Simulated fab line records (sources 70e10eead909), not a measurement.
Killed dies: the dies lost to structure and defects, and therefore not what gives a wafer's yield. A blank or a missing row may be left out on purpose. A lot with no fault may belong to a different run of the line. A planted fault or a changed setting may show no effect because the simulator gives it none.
What tool caused it?	flow nand harc	Sampling: 11 lots, 33 wafers, 6 of 1302 route steps

WHAT THE GAUGES SHOWED, per wafer
NHARC_END_SORT_01.
lot	measured	on	defect limited yield (%)	killed at array	killed at other	killed at periphery	killed dies	killed open	killed short	sort_bin_2_pct (%)	sort_bin_3_pct (%)	sort_bin_4_pct (%)	sort n pass	sort rim yield pct (%)	sort yield pct (%)
L526	day 29 13:30	prober-01	93.8 95.1 94.5	29 19 21	0 0 1	13 14 15	42 33 37	2 4 2	3 3 2	1.6 1.6 2.5	0.1 0 0.1	4.4 3.2 2.8	635 644 640	95 97 97	93.8 95.1 94.5
L529	day 31 09:29	prober-02	91.4	51	5	2	58	3	0	2.4	0.4	5.8	619	89	91.4
L531	day 31 20:48	prober-01	88.8 87.7 92.0	70 79 50	2 4 3	4 0 1	76 83 54	7 0 2	3 3 0	2.8 4.6 2.8	1.0 0.6 0.7	7.4 7.1 4.4	601 594 623	81 93 91	88.8 87.7 92.0

EACH LOT AND THE TOOL THAT RAN IT (in order: tool; ch and the chambers of the sampled wafers; start)
lot	NHARC_A_BLC_ALD_23	NHARC_A_M0_DESCUM_14	NHARC_A_M0_ECD_22	NHARC_A_M0_CMP_23	NHARC_A_M0_PRE_CLEAN_31
L513	ald metal-01 ch 2,3, day 22 11:36	rie diel-01 ch 0,2,3, day 22 13:50	ecd cu-02 ch 0,1, day 22 15:09	cmp-01 ch 1,2,3, day 22 15:53	pecvd-04 ch 0,1,2, day 22 16:22
L515	ald metal-01 ch 0,3, day 22 18:45	rie diel-01 ch 2,3, day 22 20:58	ecd cu-02 ch 0,1, day 22 22:18	cmp-04 ch 0,2,3, day 22 23:00	pecvd-03 ch 1,2, day 22 23:32
L516	ald metal-01 ch 0,2, day 23 17:37	rie diel-05 ch 0,2,3, day 23 19:50	ecd cu-01 ch 0,1, day 23 21:15	cmp-01 ch 1,2, day 23 21:52	pecvd-04 ch 0,2, day 23 22:25
L517	ald metal-03 ch 2,3, day 23 18:05	rie diel-05 ch 0,3, day 23 20:18	ecd cu-01 ch 0,1, day 23 21:40	cmp-04 ch 0,1,2, day 23 22:23	pecvd-03 ch 1,2, day 23 22:56
L520	ald metal-03 ch 1,2, day 25 15:48	rie diel-05 ch 0,1, day 25 17:54	ecd cu-01 ch 0,1, day 25 19:17	cmp-03 ch 0,1,2, day 25 19:59	pecvd-03 ch 0,1, day 25 20:28
L519	ald metal-02 ch 0,1,2, day 26 04:11	rie diel-02 ch 1,2,3, day 26 06:23	ecd cu-01 ch 0,1, day 26 07:41	cmp-03 ch 0,1,2, day 26 08:26	pecvd-04 ch 0,1, day 26 08:59
L522	ald metal-01 ch 0,1,2, day 26 10:45	rie diel-05 ch 0,2,3, day 26 12:59	ecd cu-01 ch 0,1, day 26 14:19	cmp-01 ch 0,1,3, day 26 14:59	pecvd-04 ch 0,1,2, day 26 15:32
L521	ald metal-01 ch 1,2,3, day 26 12:44	rie diel-02 ch 0,3, day 26 14:56	ecd cu-01 ch 0,1, day 26 16:20	cmp-03 ch 0,3, day 26 16:59	pecvd-02 ch 1,2, day 26 17:40
L526	ald metal-01 ch 2,3, day 27 21:04	rie diel-02 ch 0,2,3, day 27 23:10	ecd cu-01 ch 0,1, day 28 00:29	cmp-04 ch 0,1, day 28 01:11	pecvd-04 ch 0,1, day 28 01:43
L529	ald metal-01 ch 0,1, day 29 14:11	rie diel-02 ch 0,1,2, day 29 16:29	ecd cu-02 ch 0,1, day 29 17:50	cmp-01 ch 0,1,3, day 29 18:28	pecvd-04 ch 1,2, day 29 19:02
L531	ald metal-03 ch 0,2, day 30 01:52	rie diel-01 ch 1,2,3, day 30 03:58	ecd cu-02 ch 0,1, day 30 05:21	cmp-03 ch 0,1, day 30 05:58	pecvd-02 ch 1,2, day 30 06:32
- NHARC_A_BLC_ALD_23: deposits TiN, target thk 3 nm, pulse time 1 s, ald cycles 150.
- NHARC_A_M0_DESCUM_14: chemistry O2, time 3 s.
- NHARC_A_M0_ECD_22: material Cu, target thk 400 nm.
- NHARC_A_M0_CMP_23: polishes, t overpolish 20 s, target thk 113.75 nm.
- NHARC_A_M0_PRE_CLEAN_31: time 12 s.

AS READ BY THE TOOLS THEMSELVES (means over the sampled wafers that have a number; for cases with no such wafer, the mark the record gives instead)
NHARC_A_BLC_ALD_23.
lot	tool	heater power outer w (W)	heater power w (W)	precursor pulse height rel
L513	ald metal-01	727	1144	1.005
L515	ald metal-01	724	1086	1.007
L516	ald metal-01	655	1012	1.000
L517	ald metal-03	676	1125	0.992
L520	ald metal-03	610	1002	0.991
L519	ald metal-02	768	1238	1.005
L522	ald metal-01	739	1121	1.008
L521	ald metal-01	810	1213	0.993
L526	ald metal-01	788	1192	0.998
L529	ald metal-01	799	1185	1.003
L531	ald metal-03	714	1122	0.983

NHARC_A_M0_DESCUM_14.
lot	tool	drypump motor current A (A)	oes product au (a.u.)	rf vpp V (V)	showerhead plenum p Torr (Torr)	throttle valve pct (%)
L513	rie diel-01	5.6	0.996	58.0	1.90	11.311
L515	rie diel-01	5.6	0.997	57.8	1.88	11.310
L516	rie diel-05	5.4	0.993	58.1	1.90	11.307
L517	rie diel-05	5.4	0.995	57.3	1.87	11.316
L520	rie diel-05	5.7	0.998	57.9	1.89	11.312
L519	rie diel-02	6.0	1.009	57.4	1.81	11.312
L522	rie diel-05	5.4	0.998	58.2	1.90	11.319
L521	rie diel-02	5.7	1.005	58.1	1.84	11.316
L526	rie diel-02	5.8	0.999	57.1	1.82	11.305
L529	rie diel-02	5.9	1.007	57.2	1.81	11.315
L531	rie diel-01	5.4	0.993	57.1	1.87	11.308

NHARC_A_M0_CMP_23.
lot	tool	motor current A (A)	time to endpoint s (s)
L513	cmp-01	11.9	28.8
L515	cmp-04	12.0	30.1
L516	cmp-01	11.9	31.5
L517	cmp-04	11.8	27.5
L520	cmp-03	12.0	29.3
L519	cmp-03	11.9	29.5
L522	cmp-01	12.0	28.0
L521	cmp-03	11.3	29.5
L526	cmp-04	11.5	30.8
L529	cmp-01	11.9	21.4
L531	cmp-03	12.2	25.8

NHARC_A_M0_PRE_CLEAN_31.
lot	tool	heater power outer w (W)	heater power w (W)
L513	pecvd-04	330	569
L515	pecvd-03	345	588
L516	pecvd-04	314	544
L517	pecvd-03	325	566
L520	pecvd-03	266	524
L519	pecvd-04	382	657
L522	pecvd-04	369	619
L521	pecvd-02	361	604
L526	pecvd-04	353	607
L529	pecvd-04	346	602
L531	pecvd-02	350	597

THE ANSWER, worked out from the rows above alone
Rule: the lots themselves supply what counts as usual. Put in order of their means at a reading, lots are off if they are a third of the lots or fewer, leave a main group of 4 or more, and stand apart from it by a gap of 3 or more times the standard deviation of the main group's means; of several such gaps the widest counts. Not used: any main group whose means are identical at the precision the tables above print for the reading. A lot without any number at a reading at which 4 lots or more have one is off too. The other lots that the step has rows for count as sound. After the gauges, taken in route order, come the tools' own readings; for these a lot's mean is taken, as printed above. The first step at which some lot is off is used, and at that step the reading that is off furthest; a lot without a number counts as furthest.
Nothing can be told from this: no lot is off at any reading shown.

WHAT THE SIMULATOR HAD PUT IN
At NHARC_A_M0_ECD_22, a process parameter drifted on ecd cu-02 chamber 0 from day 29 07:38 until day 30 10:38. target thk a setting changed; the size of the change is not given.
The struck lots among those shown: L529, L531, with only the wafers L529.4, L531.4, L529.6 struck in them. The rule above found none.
